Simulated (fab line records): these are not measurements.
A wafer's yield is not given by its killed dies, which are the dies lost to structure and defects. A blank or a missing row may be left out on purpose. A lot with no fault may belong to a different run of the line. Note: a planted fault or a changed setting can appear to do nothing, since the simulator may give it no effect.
Chamber matching || flow n5 finfet || N5_BEOL_M11_CURE_71 on uv cure-03: 3 sister chambers
The step cures SiCOH lowk, time 240 s. 18 wafers are shown with their chamber, then 9 later ones without.

EACH WAFER AND ITS CHAMBER
{"wafer": "L075.2", "chamber": 0, "wafer_temp_C_max": 386.4, "lamp power pct (%)": 52.26}
{"wafer": "L075.3", "chamber": 0, "wafer_temp_C_max": 387.0, "lamp power pct (%)": 52.36}
{"wafer": "L075.5", "chamber": 0, "wafer_temp_C_max": 386.1, "lamp power pct (%)": 52.34}
{"wafer": "L082.1", "chamber": 0, "wafer_temp_C_max": 386.5, "lamp power pct (%)": 52.29}
{"wafer": "L082.2", "chamber": 0, "wafer_temp_C_max": 386.4, "lamp power pct (%)": 52.38}
{"wafer": "L082.6", "chamber": 0, "wafer_temp_C_max": 386.6, "lamp power pct (%)": 52.31}
{"wafer": "L084.1", "chamber": 1, "wafer_temp_C_max": 386.4, "lamp power pct (%)": 52.26}
{"wafer": "L084.5", "chamber": 1, "wafer_temp_C_max": 386.6, "lamp power pct (%)": 52.27}
{"wafer": "L084.6", "chamber": 1, "wafer_temp_C_max": 387.1, "lamp power pct (%)": 52.32}
{"wafer": "L088.3", "chamber": 2, "wafer_temp_C_max": 386.1, "lamp power pct (%)": 52.27}
{"wafer": "L088.5", "chamber": 2, "wafer_temp_C_max": 385.8, "lamp power pct (%)": 52.33}
{"wafer": "L088.6", "chamber": 2, "wafer_temp_C_max": 385.7, "lamp power pct (%)": 52.26}
{"wafer": "L090.1", "chamber": 1, "wafer_temp_C_max": 387.1, "lamp power pct (%)": 52.28}
{"wafer": "L090.3", "chamber": 1, "wafer_temp_C_max": 386.3, "lamp power pct (%)": 52.30}
{"wafer": "L090.5", "chamber": 1, "wafer_temp_C_max": 386.7, "lamp power pct (%)": 52.26}
{"wafer": "L093.1", "chamber": 1, "wafer_temp_C_max": 386.8, "lamp power pct (%)": 52.33}
{"wafer": "L093.2", "chamber": 1, "wafer_temp_C_max": 386.2, "lamp power pct (%)": 52.38}
{"wafer": "L093.3", "chamber": 1, "wafer_temp_C_max": 386.4, "lamp power pct (%)": 52.33}

SIGNATURES, as means of the wafers listed above
{"reading": "wafer_temp_C_max", "chamber 0": 386.500, "chamber 1": 386.622, "chamber 2": 385.867, "scatter within a chamber": 0.306}
{"reading": "lamp power pct", "chamber 0": 52.3233, "chamber 1": 52.3033, "chamber 2": 52.2867, "scatter within a chamber": 0.0416}
Rule: a wafer's distance from a chamber is the root of the sum, over the readings, of the square of ((its reading less the chamber's mean) divided by the reading's scatter). If the next closest chamber is less than 2 further off than the closest, the wafer can't be placed; otherwise it belongs to the closest. The scatter: take each reading less its chamber's mean, square it, sum over the shown wafers, divide by the number of wafers less the number of chambers, and take the root.

WAFERS WITHOUT THEIR CHAMBER
{"wafer": "L093.4", "wafer_temp_C_max": 387.0, "lamp power pct (%)": 52.32}
{"wafer": "L093.5", "wafer_temp_C_max": 386.7, "lamp power pct (%)": 52.25}
{"wafer": "L093.6", "wafer_temp_C_max": 386.5, "lamp power pct (%)": 52.32}
{"wafer": "L094.1", "wafer_temp_C_max": 386.5, "lamp power pct (%)": 52.35}
{"wafer": "L094.2", "wafer_temp_C_max": 386.1, "lamp power pct (%)": 52.36}
{"wafer": "L094.5", "wafer_temp_C_max": 386.3, "lamp power pct (%)": 52.23}
{"wafer": "L097.1", "wafer_temp_C_max": 386.8, "lamp power pct (%)": 52.27}
{"wafer": "L097.3", "wafer_temp_C_max": 386.4, "lamp power pct (%)": 52.32}
{"wafer": "L097.6", "wafer_temp_C_max": 386.5, "lamp power pct (%)": 52.43}

CHAMBER TAKEN BY EACH
{"wafer": "L093.4", "from the rows above": "can't be placed: 1 or 0", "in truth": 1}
{"wafer": "L093.5", "from the rows above": "can't be placed: 1 or 0 or 2", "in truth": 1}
{"wafer": "L093.6", "from the rows above": "can't be placed: 0 or 1", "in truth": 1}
{"wafer": "L094.1", "from the rows above": "can't be placed: 0 or 1 or 2", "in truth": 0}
{"wafer": "L094.2", "from the rows above": "can't be placed: 0 or 2 or 1", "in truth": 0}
{"wafer": "L094.5", "from the rows above": "can't be placed: 2 or 1 or 0", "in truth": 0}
{"wafer": "L097.1", "from the rows above": "can't be placed: 1 or 0", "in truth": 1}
{"wafer": "L097.3", "from the rows above": "can't be placed: 0 or 1 or 2", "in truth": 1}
{"wafer": "L097.6", "from the rows above": "can't be placed: 0 or 1 or 2", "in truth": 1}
Correct placement for 0 of the 9. Cannot be placed on the basis of these rows: 9; the candidates contain the true chamber in 9. Number placed wrongly: 0.
